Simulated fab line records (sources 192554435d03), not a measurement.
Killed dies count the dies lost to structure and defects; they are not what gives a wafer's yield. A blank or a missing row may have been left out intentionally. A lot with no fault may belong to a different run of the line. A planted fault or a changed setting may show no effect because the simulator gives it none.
Struck lot and sound lot, side by side    flow n5Finfet    15 out of 1938 route steps
Sound: the wafers L975.2, L975.3, L975.5. Struck: wafer L973.1 (left out: L973.2, L973.3 of the same lot, which were not struck); the cause appears at the end.
Per side, at each step with rows, come the tool, then ch with its chambers, and then its first start. Under that, the readings that differ: sound wafers    struck wafers    difference of the means    sigmas: that difference in standard deviations of wafers without a fault.
alike: words and numbers the same on both sides, and readings whose means are apart by under 2 such deviations; not compared: readings that were withheld, readings missing a value for some wafer, numbers with overlapping values and no deviation given by the record, and bounds like >300 which may hide the same value.
A row with sigmas, a row that says differs or no value, or rows on one side alone: a step with any of these is where the two part. Numbers that have no deviation but don't overlap get no sigmas and don't part them. A reading missing from all wafers of one side parts the sides only when that side holds two or more wafers.

first, 5 steps without rows for these wafers: N5_MIM_BOT_LITHO_SOFTBAKE_03 (time 90 s); N5_MIM_BOT_LITHO_EXPOSE_05 (exposes mask MIM BOT); N5_MIM_BOT_LITHO_PEB_06; N5_MIM_BOT_LITHO_DEVELOP_07 (develop time 60 s); N5_MIM_BOT_LITHO_HARDBAKE_09 (time 120 s).
N5_MIM_BOT_LITHO_CD_MEAS_08 targets a cd of 3000 nm.
  sound on cdSem-02 ch 0, day 15 08:49; struck on cdSem-02 ch 0, day 15 05:08
  alike: cdNm
N5_MIM_BOT_LITHO_OVL_MEAS_11:
  sound on overlay-02 ch 0, day 15 08:50; struck on overlay-01 ch 0, day 15 05:10
  alike: MIM_BOT_OVL
N5_MIM_BOT_LITHO_INSPECT_12: inspects for defects (macro).
  sound on defectInspect-02 at day 15 08:52; struck on defectInspect-02 at day 15 05:11
  alike: rawDefectCount
N5_MIM_BOT_LITHO_DESCUM_10: chemistry O2, time 7.9 s.
  sound on rieDiel-05 ch 0,2, day 15 08:54; struck on rieDiel-01 ch 0, day 15 05:13
  alike: drypumpMotorCurrentA, o2FlowSccm, oesProductAu, rfVppV, showerheadPlenumPTorr, throttleValvePct
  not compared: rfHoursCounterH
N5_MIM_BOT_ETCH_ETCH_04: etches SiNx in CF4/O2, target depth 26 nm, time 13 s.
  sound on rieDiel-05 ch 0,2, day 15 08:58; struck on rieDiel-01 ch 0, day 15 05:17
reading             sound                struck  difference  sigmas
cf4FlowSccm (sccm)  99.64 100.12 100.13  100.55  +0.59       +2
  alike: drypumpMotorCurrentA, oesProductAu, rfVppV, showerheadPlenumPTorr, throttleValvePct
  not compared: rfHoursCounterH
N5_MIM_BOT_ETCH_ETCH_03: etches the open film in Cl2/BCl3, target depth 12 nm.
  sound on rieMetal-01 ch 0,1, day 15 09:03; struck on rieMetal-02 ch 1, day 15 05:23
  alike: drypumpMotorCurrentA, heBacksideLeakSccm, oesProductAu, throttleValvePct
  not compared: rfHoursCounterH
N5_MIM_BOT_ETCH_ETCH_00: etches TiN in Cl2/BCl3, target depth 45.5 nm.
  sound on rieMetal-01 ch 0,1, day 15 09:08; struck on rieMetal-02 ch 1, day 15 05:34
  alike: drypumpMotorCurrentA, heBacksideLeakSccm, oesProductAu, throttleValvePct
  not compared: rfHoursCounterH
N5_MIM_BOT_ETCH_STRIP_01: strips in O2.
  sound on rieDiel-01 ch 0,3, day 15 09:17; struck on rieDiel-05 ch 0, day 15 05:57
reading                       sound              struck  difference  sigmas
chamberPressureMTorr (mTorr)  30.04 30.03 29.91  39.01   +9.02       +99 or more
showerheadPlenumPTorr (Torr)  2.10 2.24 2.24     2.01    -0.18       -3
  alike: drypumpMotorCurrentA, o2FlowSccm, oesProductAu, rfVppV, throttleValvePct
  not compared: rfHoursCounterH
then, 2 steps without rows for these wafers: N5_MIM_BOT_ETCH_STRIP_02 (strips in post etch residue remover, time 1200 s); N5_PASSIVATION_PROBE_49.

== WHERE THEY PART ==
Earliest at N5_MIM_BOT_ETCH_ETCH_04; latest, in this record, at N5_MIM_BOT_ETCH_STRIP_01.

WHY: what had been put in by the simulator
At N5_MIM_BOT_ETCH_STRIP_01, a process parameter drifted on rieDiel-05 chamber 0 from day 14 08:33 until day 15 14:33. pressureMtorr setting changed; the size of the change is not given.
